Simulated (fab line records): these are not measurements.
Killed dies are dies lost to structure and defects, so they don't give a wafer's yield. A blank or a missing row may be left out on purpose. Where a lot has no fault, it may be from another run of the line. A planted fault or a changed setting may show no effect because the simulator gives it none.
Matching of chambers | flow n5Finfet | N5_HKMG_FIN_STRIP_34 on rieDiel-04: 4 sister chambers
The step strips in CF4. 16 wafers are shown with their chamber, then 8 later ones without.

== WAFERS WITH THEIR CHAMBER ==
wafer  | chamber | drypumpMotorCurrentA (A) | showerheadPlenumPTorr (Torr) | throttleValvePct (%)
L074.1 | 1       | 4.7                      | 1.79                         | 13.86
L074.5 | 1       | 4.7                      | 1.79                         | 13.86
L074.6 | 2       | 5.7                      | 1.84                         | 14.17
L077.1 | 2       | 5.7                      | 1.84                         | 14.19
L077.2 | 3       | 5.4                      | 1.82                         | 13.54
L077.6 | 2       | 5.7                      | 1.84                         | 14.18
L078.1 | 0       | 5.5                      | 1.83                         | 13.52
L078.4 | 2       | 5.6                      | 1.84                         | 14.19
L078.6 | 1       | 4.7                      | 1.79                         | 13.88
L080.1 | 1       | 4.7                      | 1.79                         | 13.88
L080.3 | 3       | 5.4                      | 1.82                         | 13.55
L080.4 | 0       | 5.5                      | 1.83                         | 13.54
L086.1 | 0       | 5.5                      | 1.83                         | 13.58
L086.3 | 3       | 5.4                      | 1.81                         | 13.57
L086.4 | 2       | 5.6                      | 1.84                         | 13.61
L088.1 | 0       | 5.5                      | 1.83                         | 13.59

SIGNATURES, as means of the wafers listed above
reading               | chamber 0 | chamber 1 | chamber 2 | chamber 3 | scatter within a chamber
drypumpMotorCurrentA  | 5.500     | 4.700     | 5.660     | 5.400     | 0.0316
showerheadPlenumPTorr | 1.8300    | 1.7900    | 1.8400    | 1.8167    | 0.00236
throttleValvePct      | 13.5575   | 13.8700   | 14.0680   | 13.5533   | 0.149
Rule: distance of a wafer from a chamber = root of the sum over the readings of ((wafer's reading minus chamber's mean) / reading's scatter) squared. If the next closest chamber is less than 2 further off than the closest, the wafer can't be placed; otherwise it belongs to the closest. The scatter is the square root of a quotient: the sum, over the shown wafers, of each reading's squared deviation from its chamber's mean, divided by wafers minus chambers.

== WAFERS MISSING THEIR CHAMBER ==
wafer  | drypumpMotorCurrentA (A) | showerheadPlenumPTorr (Torr) | throttleValvePct (%)
L088.2 | 5.4                      | 1.81                         | 13.59
L088.3 | 4.8                      | 1.78                         | 13.93
L091.3 | 5.6                      | 1.83                         | 13.66
L091.4 | 4.8                      | 1.78                         | 13.92
L091.6 | 5.6                      | 1.83                         | 13.67
L095.2 | 5.6                      | 1.83                         | 13.70
L095.3 | 4.7                      | 1.78                         | 13.95
L095.6 | 5.5                      | 1.82                         | 13.62

== WHICH CHAMBER EACH WENT THROUGH ==
wafer  | from the rows above     | in truth
L088.2 | 3                       | 3
L088.3 | 1                       | 1
L091.3 | 0                       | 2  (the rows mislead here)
L091.4 | 1                       | 1
L091.6 | 0                       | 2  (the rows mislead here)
L095.2 | can't be placed: 0 or 2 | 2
L095.3 | 1                       | 1
L095.6 | can't be placed: 3 or 0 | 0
Placed correctly: 4 of 8. Not placeable from these rows: 2 (in 2, the candidates include the true chamber). 2 placed wrongly.
